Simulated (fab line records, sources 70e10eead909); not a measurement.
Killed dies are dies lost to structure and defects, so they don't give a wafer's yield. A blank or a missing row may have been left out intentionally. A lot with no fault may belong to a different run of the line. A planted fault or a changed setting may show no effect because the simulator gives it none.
fab line records + flow nand_harc
record:
- lots: 6
- wafers: 18
- last_day: 33
route steps=1302 shown A_SLIT@946 A_SIN_REMOVE@947 A_WL_FILL@952 END@1302
lots untouched by any fault: they come from a run of this same line in which no faults occurred
start_h: hours from the record's first day to the start of the lot's first wafer shown + wait_h: hours from the lot's prior step to this one + " the same as in the row above + L1.1+2: a row that stands for several wafers + - either no value or no given start + * or withheld: withheld + < > ~ a bound
route shown NAME@n: names a module that has steps shown in the file, with the first one's number in the route + usual: mean/standard deviation of fault-free wafers + same: alike in all rows + chamber/n: place in a boat + sites: the reading at each site + _std_site: how widely they spread, as a standard deviation + _edge_site: the outer-site mean with the inner-site mean subtracted + radius_mm: how far each site lies from the wafer's centre + mask NAME#n: copy n + behind: the last tool/chamber to shape the wafer + hold: what put the lot on hold/how long, in hours/how the hold closed + device: which transistor (n, p or np) failed to switch + end of line: tests of these same wafers at the route's end + a step with no rows: only its recipe + killed: not the wafer's yield, but the dies lost to structure and defects at the first sort + map: a wafer's dies, x killed, . not, _ none there
set.NAME: the setting the step ran with; set.NAME@STEP: the setting that earlier step ran with + model.NAME: the simulator's own value behind a step, which no gauge read
a table for each step, a row for each wafer; lots at some steps of the route
services: the hour from which a tool's chamber was out of use, counted from the record's first day as start_h (under 0 if before that day), plus the number of hours and why
== steps ==
step: NHARC_A_SLIT_CD_MEAS_21
usual:
- cd_nm: 289.2/1
| lot.wafer | tool      | chamber | start_h | wait_h | cd_nm |
|-----------|-----------|---------|---------|--------|-------|
| L730.1    | cd_sem-03 | -       | 483.55  | -      | 290.0 |
| L730.3    | "         | -       | "       | "      | 290.0 |
| L730.5    | "         | -       | "       | "      | 289.5 |
| L732.2    | cd_sem-03 | -       | 487.51  | -      | 289.9 |
| L732.3    | "         | -       | "       | "      | 290.1 |
| L732.6    | "         | -       | "       | "      | 289.6 |
| L743.1    | cd_sem-02 | -       | 594.83  | -      | 287.0 |
| L743.2    | "         | -       | "       | "      | 288.3 |
| L743.6    | "         | -       | "       | "      | 287.3 |
| L741.1    | cd_sem-01 | -       | 598.71  | -      | 290.0 |
| L741.3    | "         | -       | "       | "      | 290.4 |
| L741.6    | "         | -       | "       | "      | 290.3 |
| L748.1    | cd_sem-01 | -       | 663.40  | -      | 289.4 |
| L748.2    | "         | -       | "       | "      | 289.9 |
| L748.4    | "         | -       | "       | "      | 289.3 |
| L751.2    | cd_sem-01 | -       | 685.03  | -      | 290.5 |
| L751.3    | "         | -       | "       | "      | 290.2 |
| L751.5    | "         | -       | "       | "      | 290.2 |
step: NHARC_A_SIN_REMOVE_WET_00
recipe:
- temp_c: 160
- time_s: 15300
- chemistry: H3PO4
step: NHARC_A_SIN_REMOVE_PRECLEAN_01
recipe:
- time_s: *
- temp_c: 50
- bath_age_min: 0
- chemistry: SC1
step: NHARC_A_SIN_REMOVE_SRD_02
step: NHARC_A_SIN_REMOVE_INSPECT_04
usual:
- raw_defect_count: 387/88
| lot.wafer | tool              | chamber | start_h | wait_h | raw_defect_count |
|-----------|-------------------|---------|---------|--------|------------------|
| L730.1    | defect_inspect-02 | -       | 490.25  | 0.0    | 234              |
| L730.3    | "                 | -       | "       | "      | 258              |
| L730.5    | "                 | -       | "       | "      | 285              |
| L732.2    | defect_inspect-02 | -       | 494.12  | 0.0    | 332              |
| L732.3    | "                 | -       | "       | "      | 494              |
| L732.6    | "                 | -       | "       | "      | 345              |
| L743.1    | defect_inspect-01 | -       | 601.42  | 0.0    | 327              |
| L743.2    | "                 | -       | "       | "      | 299              |
| L743.6    | "                 | -       | "       | "      | 269              |
| L741.1    | defect_inspect-02 | -       | 605.36  | 0.0    | 319              |
| L741.3    | "                 | -       | "       | "      | 483              |
| L741.6    | "                 | -       | "       | "      | 379              |
| L748.1    | defect_inspect-01 | -       | 670.02  | 0.0    | 555              |
| L748.2    | "                 | -       | "       | "      | 368              |
| L748.4    | "                 | -       | "       | "      | 399              |
| L751.2    | defect_inspect-01 | -       | 691.64  | 0.0    | 307              |
| L751.3    | "                 | -       | "       | "      | 329              |
| L751.5    | "                 | -       | "       | "      | 407              |
step: NHARC_A_WL_FILL_ALD_00
recipe:
- target_thk_a: 30
- pulse_time_s: 3
- ald_cycles: 30
- temp_c: 300
- material: Al2O3
usual:
- heater_power_w: 484/34
- precursor_pulse_height_rel: 1.002/0.02
- susceptor_temp_C: 299.94/0.19
same:
- pulse_time_s: 3
| lot.wafer | tool      | chamber | start_h | wait_h | heater_power_w | precursor_pulse_height_rel | susceptor_temp_C |
|-----------|-----------|---------|---------|--------|----------------|----------------------------|------------------|
| L730.1    | ald_hk-03 | 1       | 491.01  | 0.8    | 488            | 0.959                      | 300.03           |
| L730.3    | "         | 2       | "       | "      | 464            | 0.972                      | 299.70           |
| L730.5    | "         | 1       | "       | "      | 482            | 1.013                      | 299.81           |
| L732.3    | ald_hk-03 | 0       | 494.18  | 0.1    | 468            | 0.997                      | 299.98           |
| L732.2    | "         | 2       | "       | "      | 464            | 1.004                      | 299.86           |
| L732.6    | "         | 1       | "       | "      | 489            | 1.011                      | 299.79           |
| L743.1    | ald_hk-02 | 0       | 601.57  | 0.1    | 504            | 0.987                      | 299.76           |
| L743.2    | "         | 1       | "       | "      | 504            | 1.021                      | 299.87           |
| L743.6    | "         | 2       | "       | "      | 547            | 0.984                      | 300.21           |
| L741.1    | ald_hk-03 | 0       | 605.57  | 0.2    | 480            | 1.053                      | 299.79           |
| L741.3    | "         | 2       | "       | "      | 453            | 0.979                      | 300.26           |
| L741.6    | "         | 0       | "       | "      | 507            | 0.961                      | 299.84           |
| L748.4    | ald_hk-02 | 2       | 670.11  | 0.1    | 564            | 0.985                      | 300.21           |
| L748.1    | "         | 3       | "       | "      | 439            | 1.021                      | 300.02           |
| L748.2    | "         | 0       | "       | "      | 525            | 1.004                      | 300.18           |
| L751.3    | ald_hk-03 | 3       | 691.73  | 0.1    | 484            | 1.027                      | 299.96           |
| L751.2    | "         | 1       | "       | "      | 458            | 0.990                      | 300.03           |
| L751.5    | "         | 2       | "       | "      | 443            | 1.075                      | 300.13           |
step: NHARC_A_WL_FILL_RTA_01
recipe:
- temp_c: 1000
- time_s: 5
usual:
- lamp_power_pct: 34.0/0.77
- wafer_temp_C_max: 1005.4/1.8
| lot.wafer | tool          | chamber | start_h | wait_h | lamp_power_pct | wafer_temp_C_max |
|-----------|---------------|---------|---------|--------|----------------|------------------|
| L730.1    | rtp_anneal-02 | 0       | 491.26  | -      | 34.4           | 1004.0           |
| L730.3    | "             | 0       | "       | "      | 34.4           | 1005.5           |
| L730.5    | "             | 0       | "       | "      | 34.4           | 1005.5           |
| L732.2    | rtp_anneal-02 | 0       | 494.47  | -      | 34.4           | 1008.4           |
| L732.3    | "             | 0       | "       | "      | 34.5           | 1007.6           |
| L732.6    | "             | 0       | "       | "      | 34.4           | 1006.4           |
| L743.1    | rtp_anneal-02 | 0       | 601.85  | -      | 34.4           | 1005.9           |
| L743.2    | "             | 0       | "       | "      | 34.5           | 1006.8           |
| L743.6    | "             | 0       | "       | "      | 34.4           | 1006.0           |
| L741.1    | rtp_anneal-02 | 0       | 605.85  | -      | 34.4           | 1005.6           |
| L741.3    | "             | 0       | "       | "      | 34.5           | 1005.2           |
| L741.6    | "             | 0       | "       | "      | 34.4           | 1003.8           |
| L748.1    | rtp_anneal-02 | 0       | 670.35  | -      | 34.4           | 1006.4           |
| L748.2    | "             | 0       | "       | "      | 34.4           | 1006.7           |
| L748.4    | "             | 0       | "       | "      | 34.5           | 1005.4           |
| L751.2    | rtp_anneal-01 | 0       | 691.99  | -      | 32.6           | 1002.9           |
| L751.3    | "             | 0       | "       | "      | 32.6           | 1002.3           |
| L751.5    | "             | 0       | "       | "      | 32.6           | 1003.0           |
step: NHARC_A_WL_FILL_ALD_02
recipe:
- target_thk_a: 20
- pulse_time_s: 3
- ald_cycles: 100
- temp_c: 450
- material: TiN
step: NHARC_A_WL_FILL_CVD_03
recipe:
- target_thk_a: 400
- temp_c: 300
- pressure_torr: 40
- wf6_flow_sccm: 40
- h2_flow_sccm: 1600
- ar_flow_sccm: 1560
- time_s: 279
- material: W
usual:
- heater_power_w: 498/64
- susceptor_temp_C: 300.02/0.19
- throttle_valve_pct: 8.0/0.33
| lot.wafer | tool     | chamber | start_h | wait_h | heater_power_w | susceptor_temp_C | throttle_valve_pct |
|-----------|----------|---------|---------|--------|----------------|------------------|--------------------|
| L730.1    | cvd_w-02 | 0       | 492.13  | 0.1    | 455            | 300.59           | 7.6                |
| L730.3    | "        | 1       | "       | "      | 450            | 299.94           | 8.5                |
| L730.5    | "        | 0       | "       | "      | 446            | 300.29           | 7.6                |
| L732.2    | cvd_w-01 | 1       | 495.09  | 0.1    | 522            | -                | 8.0                |
| L732.3    | "        | 1       | "       | "      | 532            | -                | 8.3                |
| L732.6    | "        | 0       | "       | "      | 569            | -                | 7.9                |
| L743.2    | cvd_w-02 | 1       | 602.50  | 0.1    | 465            | 299.91           | 8.8                |
| L743.1    | "        | 0       | "       | "      | 453            | 300.14           | 7.7                |
| L743.6    | "        | 1       | "       | "      | 457            | 299.61           | 8.5                |
| L741.1    | cvd_w-02 | 1       | 606.68  | 0.2    | 439            | 300.10           | 8.4                |
| L741.3    | "        | 0       | "       | "      | 458            | 300.01           | 7.5                |
| L741.6    | "        | 1       | "       | "      | 461            | 300.00           | 8.6                |
| L748.1    | cvd_w-01 | 0       | 671.00  | 0.1    | 606            | 299.88           | 7.9                |
| L748.2    | "        | 0       | "       | "      | 616            | 299.70           | 8.0                |
| L748.4    | "        | 0       | "       | "      | 629            | 299.81           | 8.1                |
| L751.2    | cvd_w-01 | 0       | 692.61  | 0.1    | 620            | 300.07           | 7.8                |
| L751.3    | "        | 0       | "       | "      | 621            | 300.02           | 8.0                |
| L751.5    | "        | 1       | "       | "      | 510            | 299.94           | 8.1                |
step: NHARC_A_WL_FILL_ETCHBACK_04
recipe:
- target_depth_a: 600
- time_s: 120
- chemistry: NF3
usual:
- drypump_motor_current_A: 5.79/0.25
- he_backside_leak_sccm: 3.5/0.3
- oes_product_au: 1.003/0.0076
- run_length_s: 141.0/0.49
| lot.wafer | tool         | chamber | start_h | wait_h | drypump_motor_current_A | he_backside_leak_sccm | oes_product_au | rf_hours_counter_h | run_length_s |
|-----------|--------------|---------|---------|--------|-------------------------|-----------------------|----------------|--------------------|--------------|
| L730.1    | rie_metal-03 | 1       | 492.51  | 0.3    | 6.21                    | 3.6                   | 1.012          | 2.1                | 141.2        |
| L730.3    | "            | 1       | "       | "      | 6.23                    | 3.5                   | 1.013          | -                  | 141.2        |
| L730.5    | "            | 1       | "       | "      | 6.22                    | 3.4                   | 1.005          | -                  | 141.3        |
| L732.2    | rie_metal-02 | 1       | 495.46  | 0.3    | 5.56                    | 3.3                   | 0.998          | 0.4                | 140.3        |
| L732.3    | "            | 0       | "       | "      | 5.99                    | 3.0                   | 1.010          | -                  | 141.2        |
| L732.6    | "            | 1       | "       | "      | 5.53                    | 3.2                   | 1.002          | -                  | 140.7        |
| L743.2    | rie_metal-02 | 1       | 602.87  | 0.3    | 5.56                    | 3.3                   | 0.990          | 2.4                | 140.6        |
| L743.1    | "            | 0       | "       | "      | 6.02                    | 3.3                   | 0.999          | 2.4                | 141.0        |
| L743.6    | "            | 1       | "       | "      | 5.58                    | 3.3                   | 0.996          | -                  | 140.9        |
| L741.1    | rie_metal-02 | 0       | 607.03  | 0.3    | 6.01                    | 3.5                   | 1.009          | 2.7                | 141.2        |
| L741.3    | "            | 1       | "       | "      | 5.50                    | 3.3                   | 0.996          | -                  | 140.5        |
| L741.6    | "            | 0       | "       | "      | 6.00                    | 3.4                   | 0.998          | -                  | 141.1        |
| L748.2    | rie_metal-01 | 0       | 671.68  | 0.5    | 5.52                    | 3.5                   | 1.000          | 1.3                | 140.8        |
| L748.1    | "            | 1       | "       | "      | 5.82                    | 3.7                   | 0.997          | 1.3                | 141.8        |
| L748.4    | "            | 1       | "       | "      | 5.80                    | 3.6                   | 0.989          | -                  | 141.5        |
| L751.2    | rie_metal-01 | 0       | 693.02  | 0.4    | 5.49                    | 3.6                   | 1.001          | 1.8                | 140.5        |
| L751.3    | "            | 0       | "       | "      | 5.49                    | 3.6                   | 1.002          | -                  | 141.2        |
| L751.5    | "            | 0       | "       | "      | 5.49                    | 3.6                   | 0.998          | -                  | 140.4        |
step: NHARC_A_WL_FILL_ETCHBACK_05
recipe:
- target_depth_a: 220
- time_s: 60
- temp_c: 40
- chemistry: Cl2/BCl3
usual:
- drypump_motor_current_A: 5.79/0.25
- he_backside_leak_sccm: 3.42/0.19
- oes_product_au: 1.002/0.0065
- run_length_s: 81.0/0.47
| lot.wafer | tool         | chamber | start_h | wait_h | drypump_motor_current_A | he_backside_leak_sccm | oes_product_au | rf_hours_counter_h | run_length_s |
|-----------|--------------|---------|---------|--------|-------------------------|-----------------------|----------------|--------------------|--------------|
| L730.1    | rie_metal-03 | 0       | 492.76  | 0.2    | 5.80                    | 3.15                  | 1.005          | 2.7                | 81.3         |
| L730.3    | "            | 1       | "       | "      | 6.22                    | 3.31                  | 1.005          | -                  | 81.6         |
| L730.5    | "            | 0       | "       | "      | 5.80                    | 3.23                  | 1.000          | -                  | 81.4         |
| L732.2    | rie_metal-02 | 1       | 495.71  | 0.2    | 5.50                    | 3.16                  | 1.008          | 0.5                | 80.2         |
| L732.3    | "            | 1       | "       | "      | 5.53                    | 3.38                  | 0.999          | -                  | 80.4         |
| L732.6    | "            | 1       | "       | "      | 5.47                    | 3.27                  | 0.996          | -                  | 80.5         |
| L743.2    | rie_metal-02 | 0       | 603.11  | 0.2    | 6.00                    | 3.68                  | 1.004          | 2.6                | 81.0         |
| L743.1    | "            | 1       | "       | "      | 5.50                    | 3.42                  | 0.999          | 2.6                | 83.5         |
| L743.6    | "            | 0       | "       | "      | 5.99                    | 3.78                  | 0.998          | -                  | 81.2         |
| L741.1    | rie_metal-02 | 1       | 607.25  | 0.2    | 5.52                    | 3.40                  | 0.990          | 2.8                | 83.3         |
| L741.3    | "            | 0       | "       | "      | 6.03                    | 3.44                  | 1.020          | -                  | 83.8         |
| L741.6    | "            | 0       | "       | "      | 5.98                    | 3.44                  | 1.009          | -                  | 80.9         |
| L748.1    | rie_metal-01 | 0       | 671.92  | 0.2    | 5.52                    | 3.61                  | 0.997          | 1.5                | 80.5         |
| L748.2    | "            | 1       | "       | "      | 5.80                    | 3.74                  | 0.994          | 1.5                | 82.0         |
| L748.4    | "            | 1       | "       | "      | 5.80                    | 3.41                  | 0.990          | -                  | 81.5         |
| L751.2    | rie_metal-01 | 0       | 693.22  | 0.2    | 5.48                    | 3.52                  | 1.005          | 2.0                | 80.6         |
| L751.3    | "            | 0       | "       | "      | 5.47                    | 3.62                  | 0.996          | -                  | 80.3         |
| L751.5    | "            | 1       | "       | "      | 5.78                    | 3.43                  | 1.001          | -                  | 81.8         |
step: NHARC_A_WL_FILL_STRIP_27
recipe:
- power_w: 1500
- temp_c: 250
- time_s: 20
- chemistry: N2/H2
usual:
- drypump_motor_current_A: 5.9/0.53
- heater_power_w: 375/38
| lot.wafer | tool            | chamber | start_h | wait_h | drypump_motor_current_A | heater_power_w | rf_hours_counter_h |
|-----------|-----------------|---------|---------|--------|-------------------------|----------------|--------------------|
| L730.1    | plasma_asher-01 | 1       | 492.89  | 0.1    | 6.2                     | 418            | 30                 |
| L730.3    | "               | 1       | "       | "      | 6.1                     | 412            | -                  |
| L730.5    | "               | 1       | "       | "      | 6.2                     | 409            | -                  |
| L732.2    | plasma_asher-02 | 1       | 495.86  | 0.1    | 6.7                     | 377            | 9                  |
| L732.3    | "               | 1       | "       | "      | 6.7                     | 384            | -                  |
| L732.6    | "               | 1       | "       | "      | 6.7                     | 384            | -                  |
| L743.2    | plasma_asher-02 | 0       | 603.25  | 0.1    | 5.2                     | 317            | 32                 |
| L743.1    | "               | 1       | "       | "      | 6.6                     | 389            | 32                 |
| L743.6    | "               | 1       | "       | "      | 6.6                     | 380            | -                  |
| L741.1    | plasma_asher-01 | 0       | 607.38  | 0.1    | 5.5                     | 357            | 17                 |
| L741.3    | "               | 0       | "       | "      | 5.5                     | 359            | -                  |
| L741.6    | "               | 1       | "       | "      | 6.2                     | 414            | -                  |
| L748.2    | plasma_asher-02 | 0       | 672.06  | 0.1    | 5.2                     | 325            | 12                 |
| L748.1    | "               | 1       | "       | "      | 6.6                     | 397            | 12                 |
| L748.4    | "               | 0       | "       | "      | 5.2                     | 324            | -                  |
| L751.2    | plasma_asher-01 | 1       | 693.38  | 0.1    | 6.1                     | 421            | 36                 |
| L751.3    | "               | 1       | "       | "      | 6.1                     | 429            | -                  |
| L751.5    | "               | 0       | "       | "      | 5.5                     | 350            | -                  |
step: NHARC_END_SORT_01
recipe:
- temp_c: 25
usual:
- killed_at_array: 54/16
- killed_at_other: 0.6/0.86
- killed_at_periphery: 3.8/2.6
- killed_dies: 58/16
- killed_open: 3.3/1.8
- killed_short: 2.7/1.7
same:
- gross_dies: 677
| lot.wafer | tool      | chamber | start_h | wait_h | killed_at_array | killed_at_other | killed_at_periphery | killed_dies | killed_open | killed_short |
|-----------|-----------|---------|---------|--------|-----------------|-----------------|---------------------|-------------|-------------|--------------|
| L730.1    | prober-02 | 0       | 590.51  | 2.5    | 21              | 0               | 0                   | 21          | 0           | 2            |
| L730.3    | prober-02 | 0       | 592.09  | 3.1    | 20              | 2               | 5                   | 27          | 4           | 4            |
| L730.5    | prober-02 | 0       | 593.66  | 3.6    | 22              | 2               | 3                   | 27          | 3           | 4            |
| L732.2    | prober-01 | 0       | 591.34  | 2.8    | 57              | 0               | 2                   | 59          | 1           | 1            |
| L732.3    | prober-01 | 0       | 592.15  | 3.1    | 61              | 1               | 1                   | 63          | 4           | 1            |
| L732.6    | prober-01 | 0       | 594.58  | 4.1    | 79              | 1               | 2                   | 82          | 4           | 2            |
killed by level:class
L730.1 A_CHANNEL_HOLE_D2:chamber_film_flake=8 A_CONTACT:chamber_film_flake=4 A_STAIRCASE:chamber_film_flake=2 A_SLIT:chamber_film_flake=2 A_DECK1_JOINT:geometric_particle:short=1 A_BLC:geometric_particle:short=1 A_ZERO_WELL:chamber_film_flake=1 A_CHANNEL_HOLE_D1:chamber_film_flake=1
L732.2 A_CHANNEL_HOLE_D1:chamber_film_flake=28 A_CHANNEL_HOLE_D2:chamber_film_flake=19 A_CONTACT:chamber_film_flake=6 A_CHANNEL_HOLE_D1:geometric_particle:open=1 A_DECK1_JOINT:geometric_particle:short=1 P_STI:chamber_film_flake=1 P_GATE:chamber_film_flake=1 A_STAIRCASE:chamber_film_flake=1
L730.3 A_CHANNEL_HOLE_D2:chamber_film_flake=6 A_STAIRCASE:chamber_film_flake=3 A_CONTACT:chamber_film_flake=3 A_ONON_D2:geometric_particle:short=2 P_ZERO_WELL:chamber_film_flake=2 THIN_TSV:chamber_film_flake=2 P_CONTACT:geometric_particle:short=1 P_CONTACT:geometric_particle:open=1
L732.3 A_CHANNEL_HOLE_D2:chamber_film_flake=26 A_CHANNEL_HOLE_D1:chamber_film_flake=20 A_CONTACT:chamber_film_flake=4 A_CHANNEL_FILL_D1:chamber_film_flake=2 P_STI:chamber_film_flake=1 A_CHANNEL_FILL_D1:geometric_particle:open=1 A_CHANNEL_FILL_D2:geometric_particle:open=1 A_CONTACT:geometric_particle:open=1
L730.5 A_CHANNEL_HOLE_D2:chamber_film_flake=7 A_DECK1_JOINT:chamber_film_flake=3 P_GATE:chamber_film_flake=2 A_WL_FILL:chamber_film_flake=2 A_CONTACT:chamber_film_flake=2 THIN_TSV:chamber_film_flake=2 A_ONON_D1:geometric_particle:short=1 A_CHANNEL_FILL_D1:geometric_particle:open=1
L732.6 A_CHANNEL_HOLE_D1:chamber_film_flake=36 A_CHANNEL_HOLE_D2:chamber_film_flake=32 A_DECK1_JOINT:geometric_particle:open=2 A_STAIRCASE:chamber_film_flake=2 A_CONTACT:chamber_film_flake=2 P_GATE:geometric_particle:open=1 A_SOURCE_PLATE:geometric_particle:open=1 A_WL_FILL:geometric_particle:short=1
== services ==
| tool            | chamber | start_h | hours | kind       |
|-----------------|---------|---------|-------|------------|
| rie_metal-03    | -       | 519.00  | 9.0   | pm         |
| plasma_asher-01 | -       | 520.38  | 9.0   | pm         |
| ald_hk-02       | -       | 529.24  | 10.0  | pm         |
| rie_metal-01    | -       | 534.98  | 0.8   | repair     |
| cvd_w-01        | -       | 547.00  | 13.0  | pm         |
| rie_metal-01    | -       | 575.00  | 9.0   | pm         |
| rie_metal-01    | 0       | 575.00  | 9.0   | vent_cycle |
| rie_metal-01    | 1       | 575.00  | 9.0   | vent_cycle |
| ald_hk-03       | 0       | 575.08  | 10.0  | vent_cycle |
| rie_metal-03    | 1       | 585.54  | 7.8   | repair     |
| rie_metal-02    | -       | 588.52  | 1.9   | repair     |
| plasma_asher-02 | -       | 605.53  | 9.0   | pm         |
| rie_metal-03    | -       | 623.79  | 1.5   | repair     |
| cvd_w-02        | 0       | 624.32  | 3.1   | repair     |
| ald_hk-03       | -       | 629.13  | 1.2   | repair     |
| cvd_w-02        | -       | 631.00  | 13.0  | pm         |
| rie_metal-02    | -       | 631.00  | 9.0   | pm         |
| rie_metal-02    | 0       | 631.00  | 9.0   | vent_cycle |
| rie_metal-02    | 1       | 631.00  | 9.0   | vent_cycle |
| rie_metal-02    | 0       | 640.00  | -     | clean      |
| rie_metal-02    | 1       | 640.00  | -     | clean      |
| cvd_w-02        | 0       | 652.54  | 12.4  | repair     |
| cvd_w-01        | 1       | 664.81  | 9.3   | repair     |
| rie_metal-03    | 0       | 665.20  | 1.0   | repair     |
== key ==
first_sign:
- step: NHARC_A_WL_FILL_ETCHBACK_05
- reading: run_length_s
- direction: up
- sigmas: 5.4
- usual: *
- struck: *
effect none on later readings
met_at NHARC_A_WL_FILL_ETCHBACK_05
struck_wafers L741.1,L741.3,L743.1
tester_left_out L741,L743
onset_between 495.71 603.11
fault:
- kind: process_parameter_drift
- tool: rie_metal-02
- chamber: -
- onset_h: 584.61
- steps: NHARC_A_WL_FILL_ETCHBACK_05
- channel: time_s
- offset: *
- shape: step
- end_h: 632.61
- scope: struck_wafers_only
- acts_in: *
- stated: *
tester_left_out: of these lots the tester's yield and bins aren't shown, on N5 and GAA mostly nor the transistor test; their killed dies are dies lost to structure and defects alone, not to doping, threshold or leakage, so they don't give the yield
